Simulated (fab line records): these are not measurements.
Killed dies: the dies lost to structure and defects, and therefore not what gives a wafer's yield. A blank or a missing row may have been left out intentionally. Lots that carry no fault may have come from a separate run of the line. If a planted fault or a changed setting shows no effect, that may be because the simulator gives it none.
The tool behind it: which one? ; flow nand harc ; 72 wafers from 24 lots sampled at 2 of the route's 1159 steps

== WHAT THE GAUGES SHOWED, per wafer ==
NHARC_A_CHANNEL_HOLE_D1_CD_MEAS_30. Usual: 89.7 nm for cd nm, sd 0.86.
lot;measured;on;cd nm (nm);flag
L075;day 9 00:55;cd sem-03;90.6 90.9 91.4;
L074;day 9 01:14;cd sem-03;89.6 90.0 90.1;
L076;day 9 10:29;cd sem-03;91.4 89.6 90.5;
L078;day 9 11:10;cd sem-01;87.4 89.0 89.7;
L077;day 9 14:39;cd sem-02;89.2 90.2 88.9;
L079;day 9 19:43;cd sem-01;89.5 90.4 90.9;
L080;day 10 04:21;cd sem-01;90.3 89.8 90.5;
L081;day 10 00:46;cd sem-01;89.7 88.8 90.3;
L082;day 10 12:20;cd sem-03;88.6 88.8 90.3;
L084;day 11 02:40;cd sem-03;91.0 91.6 90.5;
L083;day 11 10:42;cd sem-02;89.1 89.1 89.1;
L086;day 12 06:41;cd sem-02;90.2 90.6 89.7;
L088;day 12 07:17;cd sem-02;89.9 89.5 90.0;
L087;day 12 10:49;cd sem-03;89.4 89.2 88.7;
L085;day 12 11:26;cd sem-03;89.1 89.8 89.8;
L089;day 12 16:59;cd sem-01;89.2 88.7 89.3;
L091;day 12 17:53;cd sem-03;89.3 89.5 89.5;
L090;day 12 21:08;cd sem-03;88.7 90.4 88.9;
L093;day 13 00:04;cd sem-03;89.3 87.8 89.5;
L092;day 13 01:18;cd sem-01;90.1 89.9 89.6;
L094;day 13 10:34;cd sem-03;89.6 90.8 91.3;
L095;day 13 10:46;cd sem-03;88.0 90.0 87.8;
L096;day 13 21:43;cd sem-02;89.1 89.8 89.0;
L097;day 14 07:44;cd sem-02;89.2 89.0 89.1;

== TOOL THAT RAN EACH LOT (tool first, then ch and the chambers of the sampled wafers, then the start) ==
lot;NHARC_A_CHANNEL_HOLE_D1_ETCH_25
L075;har etch-02 ch 0,1, day 8 22:34
L074;har etch-01 ch 0,1, day 8 23:03
L076;har etch-02 ch 0,1, day 9 07:53
L078;har etch-01 ch 0,1, day 9 08:23
L077;har etch-02 ch 0, day 9 12:02
L079;har etch-01 ch 0,1, day 9 16:45
L080;har etch-01 ch 0,1, day 9 21:48
L081;har etch-02 ch 0,1, day 9 22:25
L082;har etch-02 ch 0,1, day 10 09:51
L084;har etch-02 ch 0, day 11 00:03
L083;har etch-01 ch 0,1, day 11 08:13
L086;har etch-02 ch 0,1, day 12 04:04
L088;har etch-01 ch 0,1, day 12 05:05
L087;har etch-02 ch 0,1, day 12 08:29
L085;har etch-01 ch 0,1, day 12 09:05
L089;har etch-01 ch 0,1, day 12 14:31
L091;har etch-02 ch 0,1, day 12 15:26
L090;har etch-01 ch 0,1, day 12 18:40
L093;har etch-02 ch 0,1, day 12 21:26
L092;har etch-01 ch 0, day 12 22:40
L094;har etch-01 ch 0,1, day 13 07:55
L095;har etch-02 ch 1, day 13 08:08
L096;har etch-02 ch 0,1, day 13 19:14
L097;har etch-02 ch 0,1, day 14 05:07
- NHARC_A_CHANNEL_HOLE_D1_ETCH_25: etches the open film in C4F8/O2/Ar, time 1040.2 s, target depth 1500 nm.

== AS READ BY THE TOOLS THEMSELVES (means over the sampled wafers that have a number; for cases with no such wafer, the mark the record gives instead) ==
NHARC_A_CHANNEL_HOLE_D1_ETCH_25. Usual: drypump motor current A 5.8 A, standard deviation 0.58; he backside leak sccm 5.7 sccm, standard deviation 0.66; showerhead plenum p Torr 3.79 Torr, standard deviation 0.049; temp c -20.00 C, standard deviation 0.11; throttle valve pct 32.236 %, standard deviation 0.01.
lot;tool;drypump motor current A (A);he backside leak sccm (sccm);showerhead plenum p Torr (Torr);temp c (C);throttle valve pct (%);flag
L075;har etch-02;5.3;5.1;3.78;-19.97;32.243;
L074;har etch-01;6.3;5.9;3.82;-19.85;32.230;
L076;har etch-02;5.3;5.0;3.78;-20.07;32.236;
L078;har etch-01;6.5;5.9;3.82;-19.94;32.247;
L077;har etch-02;5.2;5.5;3.86;-19.87;32.242;
L079;har etch-01;6.5;6.0;3.81;-19.92;32.234;
L080;har etch-01;6.5;6.4;3.81;-19.94;32.247;
L081;har etch-02;5.3;5.1;3.77;-19.92;32.238;
L082;har etch-02;5.3;5.4;3.81;-19.98;32.236;
L084;har etch-02;5.2;5.5;3.85;-19.94;32.245;
L083;har etch-01;6.3;6.3;3.81;-20.00;32.241;
L086;har etch-02;5.3;5.1;3.81;-20.08;32.238;
L088;har etch-01;6.5;6.1;3.80;-19.96;32.224;
L087;har etch-02;5.3;5.1;3.76;-20.09;32.239;
L085;har etch-01;6.5;7.3;3.80;-20.08;32.226;
L089;har etch-01;6.3;6.2;3.80;-19.98;32.230;
L091;har etch-02;5.3;5.3;3.76;-19.90;32.239;
L090;har etch-01;6.5;6.1;3.80;-20.04;32.245;
L093;har etch-02;5.3;5.1;3.75;-19.99;32.231;
L092;har etch-01;6.7;6.3;3.80;-20.12;32.232;
L094;har etch-01;6.4;6.5;3.79;-20.02;32.236;
L095;har etch-02;5.4;5.4;3.71;-20.08;32.235;
L096;har etch-02;5.3;5.2;3.75;-20.09;32.241;
L097;har etch-02;5.3;5.4;3.79;-20.03;32.231;

== THE ANSWER, worked out from the rows above alone ==
Rule: a lot is off if the mean of its wafers that have a number lies more than 3 standard deviations from the usual mean. Also off: a lot with no number at a reading for which 4 or more lots have one. All remaining lots with rows at the step are treated as sound. First the gauges in route order, then the tools' own readings, where a lot's mean is used as printed above. At the first step where some lot is off, the reading lying furthest off is the one used; lots without a number count as furthest.
No lot is off on any of the readings shown, so nothing can be concluded from this.

== WHAT THE SIMULATOR HAD INSERTED ==
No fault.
